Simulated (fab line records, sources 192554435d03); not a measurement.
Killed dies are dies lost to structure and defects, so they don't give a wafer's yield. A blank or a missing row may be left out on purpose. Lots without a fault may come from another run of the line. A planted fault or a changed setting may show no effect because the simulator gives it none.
One fault seen from 3 desks | flow n5_finfet | each desk has only its own numbers; what lay behind them comes last

THE METROLOGY DESK
What the gauges read, lot by lot, whatever tool the lot ran on: means of the sampled wafers that have a number. A lot is out of limits, marked OUT, if its mean lies more than 4 standard deviations from the usual mean; the brackets give that distance.
Columns: A = M14_OVL at N5_BEOL_M14_OVL_MEAS_29, usual 0 nm
lot  | first seen here | A
L856 | day 11 21:17    | -4
L854 | day 11 22:57    | 1
L857 | day 12 12:51    | -5
L861 | day 13 08:05    | -2
L860 | day 13 08:51    | -2
L864 | day 14 00:57    | -3
L869 | day 15 09:25    | 6
L873 | day 17 08:40    | 0
L872 | day 17 09:25    | -2
L875 | day 18 08:29    | -3
L876 | day 18 13:59    | 0
L877 | day 18 14:19    | -4
This desk's finding: nothing out of limits on any of the 12 lots.

THE DEFECT DESK
What the inspections along the route counted, lot by lot: means of the sampled wafers that have a number. A lot is out of limits, marked OUT, if its mean lies more than 4 standard deviations from the usual mean; the brackets give that distance.
Columns: A = raw_defect_count at N5_BEOL_M14_INSPECT_30, usual 1.9
lot  | first seen here | A
L856 | day 11 21:18    | 2.7
L854 | day 11 22:58    | 3.0
L857 | day 12 12:53    | 1.7
L861 | day 13 08:06    | 2.3
L860 | day 13 08:52    | 2.0
L864 | day 14 00:59    | 2.7
L869 | day 15 09:26    | 1.7
L873 | day 17 08:41    | 2.5
L872 | day 17 09:26    | 2.0
L875 | day 18 08:31    | 2.3
L876 | day 18 14:01    | 2.5
L877 | day 18 14:20    | 3.0
This desk's finding: nothing out of limits on any of the 12 lots.

THE TOOL OWNER'S DESK: litho_track-02
The tool's own readings at N5_BEOL_M14_COAT_66 (time 60 s, resist thk 110 nm): means of the sampled wafers that have a number, for each lot that ran on this tool. A lot is out of limits, marked OUT, if its mean lies more than 4 standard deviations from the usual mean; the brackets give that distance.
Columns: A = spin_speed_rpm at N5_BEOL_M14_COAT_66, usual 1500.1 rpm
lot  | first seen here | A
L856 | day 11 20:50    | 1501.0
L861 | day 13 07:38    | 1500.5
L860 | day 13 08:24    | 1500.4
L864 | day 14 00:38    | 1369.7 (-99 or more) OUT
L869 | day 15 09:06    | 1371.5 (-99 or more) OUT
This desk's finding: out of limits on L864, L869; first on L864, day 14 00:38 (spin_speed_rpm at N5_BEOL_M14_COAT_66). In limits: L856, L861, L860.

PUT TOGETHER
The tool owner's desk could have raised an alarm at day 14 00:38, on L864, L869.
The metrology desk saw nothing out of limits.
The defect desk saw nothing out of limits.
The metrology desk has L864, L869 on record, within its limits.
The defect desk has L864, L869 on record, within its limits.
Of the lots named, all ran N5_BEOL_M14_COAT_66 on litho_track-02.

WHAT THE SIMULATOR HAD PUT IN
Process parameter drift: litho_track-02, from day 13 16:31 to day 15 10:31, at N5_BEOL_M14_COAT_66. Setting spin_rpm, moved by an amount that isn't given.
Lots struck among those shown: L864, L869.
Hours from the fault's start to each desk's first reading out of limits: the tool owner's desk, 8.
